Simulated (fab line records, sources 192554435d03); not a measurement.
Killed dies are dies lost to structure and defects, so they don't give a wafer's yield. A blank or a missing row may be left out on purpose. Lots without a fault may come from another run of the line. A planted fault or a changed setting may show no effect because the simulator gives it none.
Chamber matching | flow n5_finfet | N5_SDB_CMP_30 on cmp-04: 4 sister chambers
The step polishes, stops on poly-Si, t overpolish 1.54 s, target thk 30 nm. 7 wafers are shown with their chamber, then 7 later ones without.

WAFERS WITH THEIR CHAMBER
wafer  | chamber | motor_current_A (A) | time_to_endpoint_s (s)
L082.1 | 3       | 12.1                | 15.5
L082.5 | 3       | 11.7                | 17.5
L086.1 | 1       | 13.0                | 18.5
L086.4 | 2       | 13.9                | 20.9
L086.5 | 0       | 11.2                | 18.8
L090.1 | 0       | 11.4                | 14.7
L090.2 | 1       | 11.9                | 18.4

WAFERS WITHOUT THEIR CHAMBER
wafer  | motor_current_A (A) | time_to_endpoint_s (s)
L090.3 | 13.5                | 17.7
L091.1 | 11.9                | 15.2
L091.4 | 14.5                | 19.6
L091.6 | 11.8                | 16.6
L097.1 | 13.7                | 17.4
L097.4 | 11.7                | 14.9
L097.6 | 11.3                | 17.0

WHICH CHAMBER EACH WENT THROUGH
wafer  | from the rows above          | in truth
L090.3 | can't be placed: 2 or 1 or 3 | 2
L091.1 | can't be placed: 3 or 0 or 1 | 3
L091.4 | 2                            | 2
L091.6 | can't be placed: 3 or 0 or 1 | 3
L097.1 | can't be placed: 2 or 1 or 3 | 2
L097.4 | can't be placed: 3 or 0 or 1 | 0
L097.6 | can't be placed: 0 or 3      | 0
Placed correctly: 1 of 7. Can't be placed from these rows: 6 (the true chamber is among the candidates in 6). Placed wrongly: 0.
How it was worked out, from the rows above alone: a wafer's distance from a chamber is the root of the sum, over the readings, of the square of ((its reading less the chamber's mean) divided by the reading's scatter). The wafer belongs to the nearest chamber; if the next one is less than 2 further off, it can't be placed. A chamber's mean is the mean of its shown wafers. The scatter: the root of (the sum of the squares of (reading less its chamber's mean) over the shown wafers, divided by (wafers less chambers)).
